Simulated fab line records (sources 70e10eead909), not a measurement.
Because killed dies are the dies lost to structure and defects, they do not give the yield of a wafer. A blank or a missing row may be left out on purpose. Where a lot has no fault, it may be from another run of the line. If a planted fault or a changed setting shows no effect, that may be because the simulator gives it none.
fab line records	flow nand_harc	part 2 of 2: steps 28 to 36 of 36
record: lots: 5	wafers: 15	last_day: 24
route steps=1159 shown P_M0@272 P_M1@285
lots that met no fault: taken from a fault-free run of the same line
start_h: the number of hours between the record's first day and the start of the first shown wafer of the lot	wait_h: hours elapsed since this lot's preceding step	" repeats the value in the row above	L1.1+2: one row covering several wafers at once	- value missing, or start not given	* or withheld: withheld	< > ~ a bound
route shown NAME@n: names a module that has steps shown in the file, with the first one's number in the route	usual: mean/standard deviation taken from wafers without a fault	same: alike in all rows	chamber/n: place in a boat	sites: each site's reading	_std_site: the standard deviation of these	_edge_site: outer sites' mean less inner sites'	radius_mm: for every site, how far away it sits from the centre of the wafer	mask NAME#n: copy n	behind: the most recent tool/chamber to have shaped the wafer	hold: the reason the lot was held/the length of the hold in hours/how it ended	device: transistor that didn't switch, given as n, p or np	end of line: tests run on the same wafers once the route is complete	where a step has no rows: the recipe by itself	killed: dies that structure and defects cost at the first sort, which is not the same as the wafer's yield	map: shows each die of a wafer: x if killed, . if not, _ if none is there
set.NAME: the setting as run; set.NAME@STEP: as run at that earlier step	model.NAME: the simulator's own value behind a step, which no gauge read
certain route steps with their lots: each step a table, each wafer a row
services: from which hour (start_h, from the record's first day; less than 0 if before it) a tool's chamber was out of use, for how many hours, and why
== steps ==
step: NHARC_P_M1_ETCH_15
recipe: target_depth_a: 1825	time_s: 91.2	c4f8_flow_sccm: withheld	ar_flow_sccm: 400	rf_w: 600	bias_w: 300	chemistry: C4F8/Ar
usual: oes_product_au: 0.955/0.019	rf_vpp_V: 441.6/2.6
lot.wafer	tool	chamber	start_h	wait_h	oes_product_au	rf_hours_counter_h	rf_vpp_V
L074.2	rie_diel-12	2	-	-	0.956	5	444.8
L074.6	"	2	"	"	0.963	-	446.4
L074.4	"	0	"	"	0.969	-	445.3
L077.2	rie_diel-12	1	-	-	0.964	6	442.4
L077.3	"	2	"	"	0.954	7	444.7
L077.4	"	0	"	"	0.966	-	445.0
L091.2	rie_diel-10	2	-	-	0.982	1	441.0
L091.3	"	3	"	"	0.962	1	440.8
L091.4	"	0	"	"	0.956	1	440.5
L092.1	rie_diel-03	0	-	-	0.975	0	438.6
L092.5	"	3	"	"	0.954	-	442.5
L092.6	"	0	"	"	0.986	-	438.8
L093.4	rie_diel-03	3	-	-	0.969	0	443.9
L093.5	"	2	"	"	0.965	-	442.7
L093.6	"	3	"	"	0.975	-	443.2
step: NHARC_P_M1_CD_MEAS_16
usual: cd_nm: 130.2/0.56
lot.wafer	tool	chamber	start_h	wait_h	cd_nm
L074.2	cd_sem-03	-	120.41	-	130.4
L074.4	"	-	"	"	129.8
L074.6	"	-	"	"	130.0
L077.2	cd_sem-01	-	140.89	-	130.3
L077.3	"	-	"	"	130.5
L077.4	"	-	"	"	129.5
L091.2	cd_sem-02	-	216.93	-	130.0
L091.3	"	-	"	"	129.7
L091.4	"	-	"	"	130.9
L092.1	cd_sem-01	-	225.89	-	130.3
L092.5	"	-	"	"	130.0
L092.6	"	-	"	"	129.7
L093.4	cd_sem-03	-	227.23	-	130.7
L093.5	"	-	"	"	129.7
L093.6	"	-	"	"	131.1
step: NHARC_P_M1_STRIP_18
recipe: power_w: 1000	n2_flow_sccm: 150	h2_flow_sccm: 150	ar_flow_sccm: 0	bias_w: 0	chemistry: N2/H2
usual: drypump_motor_current_A: 5.45/0.27	oes_product_au: 1.002/0.0086	rf_vpp_V: 91.1/0.95	showerhead_plenum_p_Torr: 2.10/0.078	throttle_valve_pct: 14.172/0.0096
lot.wafer	tool	chamber	start_h	wait_h	drypump_motor_current_A	oes_product_au	rf_hours_counter_h	rf_vpp_V	showerhead_plenum_p_Torr	throttle_valve_pct
L074.2	rie_diel-12	0	120.51	0.1	5.75	1.007	7	91.5	2.20	14.168
L074.4	"	3	"	"	4.87	1.008	-	89.5	2.11	14.154
L074.6	"	2	"	"	5.81	0.998	-	91.4	2.16	14.176
L077.3	rie_diel-12	1	140.99	0.1	5.39	0.992	6	92.2	2.10	14.155
L077.2	"	2	"	"	5.79	1.006	7	91.9	2.16	14.177
L077.4	"	1	"	"	5.40	0.998	-	90.9	2.10	14.170
L091.3	rie_diel-12	3	217.01	0.1	4.85	1.010	1	90.3	2.11	14.193
L091.2	"	0	"	"	5.74	1.007	1	91.0	2.20	14.187
L091.4	"	1	"	"	5.38	0.998	1	92.1	2.10	14.187
L092.1	rie_diel-10	2	226.04	0.1	5.59	1.009	1	90.2	2.00	14.171
L092.6	"	3	"	"	5.33	0.996	-	90.0	1.95	14.169
L092.5	"	0	"	"	5.75	0.994	-	89.5	1.98	14.163
L093.4	rie_diel-10	3	227.33	0.1	5.34	1.003	1	90.5	1.95	14.171
L093.5	"	2	"	"	5.54	0.999	-	89.4	2.00	14.161
L093.6	"	3	"	"	5.33	1.006	-	90.0	1.95	14.163
step: NHARC_P_M1_ETCH_28
recipe: target_depth_a: 300	over_etch_frac: 0.3	time_s: 72.99	ion_energy_ev: 150	cf4_flow_sccm: 50	n2_flow_sccm: 100	ar_flow_sccm: 150	rf_w: 300	bias_w: 100	chemistry: CF4/N2
usual: drypump_motor_current_A: 5.46/0.27	oes_product_au: 1.001/0.008	rf_vpp_V: 315.4/1.9	showerhead_plenum_p_Torr: 2.69/0.093	throttle_valve_pct: 19.792/0.0082
lot.wafer	tool	chamber	start_h	wait_h	drypump_motor_current_A	oes_product_au	rf_hours_counter_h	rf_vpp_V	showerhead_plenum_p_Torr	throttle_valve_pct
L074.2	rie_diel-12	0	-	-	5.65	1.009	7	317.9	2.82	19.782
L074.6	"	0	"	"	5.68	0.996	-	316.7	2.82	19.795
L074.4	"	2	"	"	5.74	1.002	-	316.7	2.77	19.795
L077.2	rie_diel-12	2	-	-	5.78	0.996	7	316.3	2.77	19.792
L077.3	"	0	"	"	5.68	1.003	8	317.5	2.82	19.802
L077.4	"	1	"	"	5.38	1.016	-	315.7	2.70	19.785
L091.2	rie_diel-12	0	-	-	5.67	1.011	1	317.3	2.82	19.798
L091.4	"	1	"	"	5.40	1.010	1	315.9	2.69	19.785
L091.3	"	2	"	"	5.79	1.001	1	316.7	2.76	19.794
L092.1	rie_diel-10	3	-	-	5.34	1.007	1	313.1	2.51	19.789
L092.6	"	0	"	"	5.73	1.003	-	314.5	2.55	19.798
L092.5	"	1	"	"	5.57	1.000	-	316.6	2.74	19.786
L093.4	rie_diel-10	0	-	-	5.75	1.003	1	312.2	2.55	19.802
L093.6	"	3	"	"	5.32	1.000	-	309.6	2.51	19.803
L093.5	"	0	"	"	5.74	1.003	-	312.5	2.55	19.788
step: NHARC_P_M1_STRIP_19
recipe: time_s: 600	temp_c: 30	chemistry: post_etch_residue_remover
lot.wafer	tool	chamber	start_h	wait_h
L074.2+6+4	wet_bench-10	2,5,6	120.92	-
L077.4+2+3	wet_bench-08	3,5,7	141.40	-
L091.2+3+4	wet_bench-08	7,1,3	217.38	-
L092.1+6+5	wet_bench-08	2,6,7	226.34	-
L093.6+4+5	wet_bench-08	7,0,1	227.68	-
step: NHARC_P_M1_DEGAS_29
recipe: temp_c: 250	time_s: 60
usual: heater_power_w: 327/28
lot.wafer	tool	chamber	start_h	wait_h	heater_power_w
L074.4	pvd_sputter-02	-	121.20	-	354
L074.2	"	-	"	"	321
L074.6	"	-	"	"	312
L077.2	pvd_sputter-01	-	141.66	-	360
L077.3	"	-	"	"	300
L077.4	"	-	"	"	313
L091.4	pvd_sputter-03	-	217.65	-	331
L091.3	"	-	"	"	315
L091.2	"	-	"	"	287
L092.1	pvd_sputter-02	-	226.67	-	338
L092.6	"	-	"	"	332
L092.5	"	-	"	"	311
L093.4	pvd_sputter-02	-	228.01	-	302
L093.6	"	-	"	"	366
L093.5	"	-	"	"	331
step: NHARC_P_M1_PRE_CLEAN_30
recipe: time_s: 30	temp_c: 280	gas: H2/He
usual: heater_power_w: 401/35
lot.wafer	tool	chamber	start_h	wait_h	heater_power_w
L074.2	pvd_sputter-02	-	-	-	392
L074.4	"	-	"	"	389
L074.6	"	-	"	"	381
L077.2	pvd_sputter-01	-	-	-	381
L077.3	"	-	"	"	435
L077.4	"	-	"	"	371
L091.3	pvd_sputter-03	-	-	-	380
L091.4	"	-	"	"	388
L091.2	"	-	"	"	396
L092.1	pvd_sputter-02	-	-	-	444
L092.6	"	-	"	"	447
L092.5	"	-	"	"	409
L093.4	pvd_sputter-02	-	-	-	443
L093.5	"	-	"	"	409
L093.6	"	-	"	"	393
step: NHARC_P_M1_PVD_20
recipe: target_thk_a: 50	bias_v: 168.6	power_w: 15000	chamber_pressure_pa: 0.12	time_s: 8.06	substrate_temp_c: 50	material: TaN
usual: substrate_temp_c: 50.01/0.11	throttle_valve_pct: 30.2/0.72
lot.wafer	tool	chamber	start_h	wait_h	substrate_temp_c	throttle_valve_pct
L074.2	pvd_sputter-02	-	-	-	50.02	30.1
L074.4	"	-	"	"	49.94	30.7
L074.6	"	-	"	"	50.06	30.0
L077.4	pvd_sputter-01	-	-	-	49.97	31.6
L077.2	"	-	"	"	50.08	30.4
L077.3	"	-	"	"	50.15	30.2
L091.3	pvd_sputter-03	-	-	-	49.96	28.9
L091.2	"	-	"	"	50.20	28.9
L091.4	"	-	"	"	50.13	30.3
L092.1	pvd_sputter-02	-	-	-	50.04	30.3
L092.5	"	-	"	"	49.99	30.2
L092.6	"	-	"	"	50.03	30.2
L093.4	pvd_sputter-02	-	-	-	50.10	30.3
L093.6	"	-	"	"	50.04	31.8
L093.5	"	-	"	"	50.26	28.9
step: NHARC_P_M1_PVD_21
recipe: target_thk_a: 300	chamber_pressure_pa: 5	power_w: 5000	substrate_temp_c: 30	time_s: 20.49	material: Cu
usual: substrate_temp_c: 30.00/0.12	throttle_valve_pct: 30.1/0.74
lot.wafer	tool	chamber	start_h	wait_h	substrate_temp_c	throttle_valve_pct
L074.2	pvd_sputter-02	-	-	-	30.00	31.0
L074.4	"	-	"	"	29.92	30.2
L074.6	"	-	"	"	30.05	29.9
L077.4	pvd_sputter-01	-	-	-	30.05	30.1
L077.2	"	-	"	"	29.93	31.5
L077.3	"	-	"	"	29.95	30.1
L091.3	pvd_sputter-03	-	-	-	29.85	28.9
L091.2	"	-	"	"	29.91	29.1
L091.4	"	-	"	"	29.97	30.2
L092.1	pvd_sputter-02	-	-	-	29.99	32.1
L092.6	"	-	"	"	30.11	30.2
L092.5	"	-	"	"	30.01	31.9
L093.4	pvd_sputter-02	-	-	-	30.09	31.8
L093.5	"	-	"	"	29.99	28.9
L093.6	"	-	"	"	29.80	29.9
== services ==
tool	chamber	start_h	hours	kind
litho_track-01	-	93.00	7.0	pm
rie_diel-12	2	96.04	3.3	repair
rie_diel-10	3	100.15	19.4	repair
pvd_sputter-03	-	102.00	10.0	pm
litho_track-06	-	117.00	7.0	pm
rie_diel-12	1	117.41	19.6	repair
rie_diel-03	3	117.88	47.0	repair
rie_diel-12	3	124.57	32.5	repair
pvd_sputter-02	-	125.19	1.9	repair
rie_diel-12	-	132.07	0.2	repair
litho_track-04	-	141.00	7.0	pm
rie_diel-03	2	146.31	4.8	repair
rie_diel-10	0	146.69	5.3	repair
pvd_sputter-01	-	158.04	10.0	pm
pvd_sputter-01	-	175.48	5.0	repair
rie_diel-10	-	176.50	9.0	pm
pvd_sputter-03	-	176.54	1.5	repair
rie_diel-12	1	185.21	3.9	repair
rie_diel-10	3	188.85	3.9	repair
pecvd-04	-	195.11	13.0	pm
pvd_sputter-02	-	199.40	1.1	repair
rie_diel-10	2	201.52	5.2	repair
rie_diel-12	-	202.41	9.0	pm
pvd_sputter-02	-	214.00	10.0	pm
